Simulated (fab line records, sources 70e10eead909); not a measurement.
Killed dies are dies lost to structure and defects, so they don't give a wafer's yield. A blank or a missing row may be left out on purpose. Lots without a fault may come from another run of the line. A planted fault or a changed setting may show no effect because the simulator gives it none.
Chamber matching | flow nand_harc | NHARC_A_ONON_D1_DEP_33 on pecvd-02: 3 sister chambers
The step deposits SiO2, target thk 200 nm. 6 wafers are shown with their chamber, then 8 later ones without.

WAFERS WITH THEIR CHAMBER
wafer  | chamber | heater_power_w (W) | throttle_valve_pct (%)
L080.1 | 1       | 757                | 16.4
L080.3 | 0       | 436                | 15.3
L083.1 | 1       | 803                | 16.7
L083.2 | 2       | 551                | 16.5
L083.6 | 0       | 508                | 15.6
L087.1 | 2       | 500                | 16.2

WAFERS WITHOUT THEIR CHAMBER
wafer  | heater_power_w (W) | throttle_valve_pct (%)
L087.4 | 444                | 15.4
L087.6 | 703                | 16.5
L086.1 | 817                | 16.4
L086.2 | 553                | 16.8
L086.5 | 415                | 15.2
L095.1 | 421                | 15.5
L095.3 | 599                | 16.5
L095.6 | 771                | 16.6

WHICH CHAMBER EACH WENT THROUGH
wafer  | from the rows above | in truth
L087.4 | 0                   | 0
L087.6 | 1                   | 1
L086.1 | 1                   | 1
L086.2 | 2                   | 2
L086.5 | 0                   | 0
L095.1 | 0                   | 0
L095.3 | 2                   | 2
L095.6 | 1                   | 1
Placed correctly: 8 of 8. Can't be placed from these rows: 0. Placed wrongly: 0.
How it was worked out, from the rows above alone: a wafer's distance from a chamber is the root of the sum, over the readings, of the square of ((its reading less the chamber's mean) divided by the reading's scatter). The wafer belongs to the nearest chamber; if the next one is less than 2 further off, it can't be placed. A chamber's mean is the mean of its shown wafers. The scatter: the root of (the sum of the squares of (reading less its chamber's mean) over the shown wafers, divided by (wafers less chambers)).
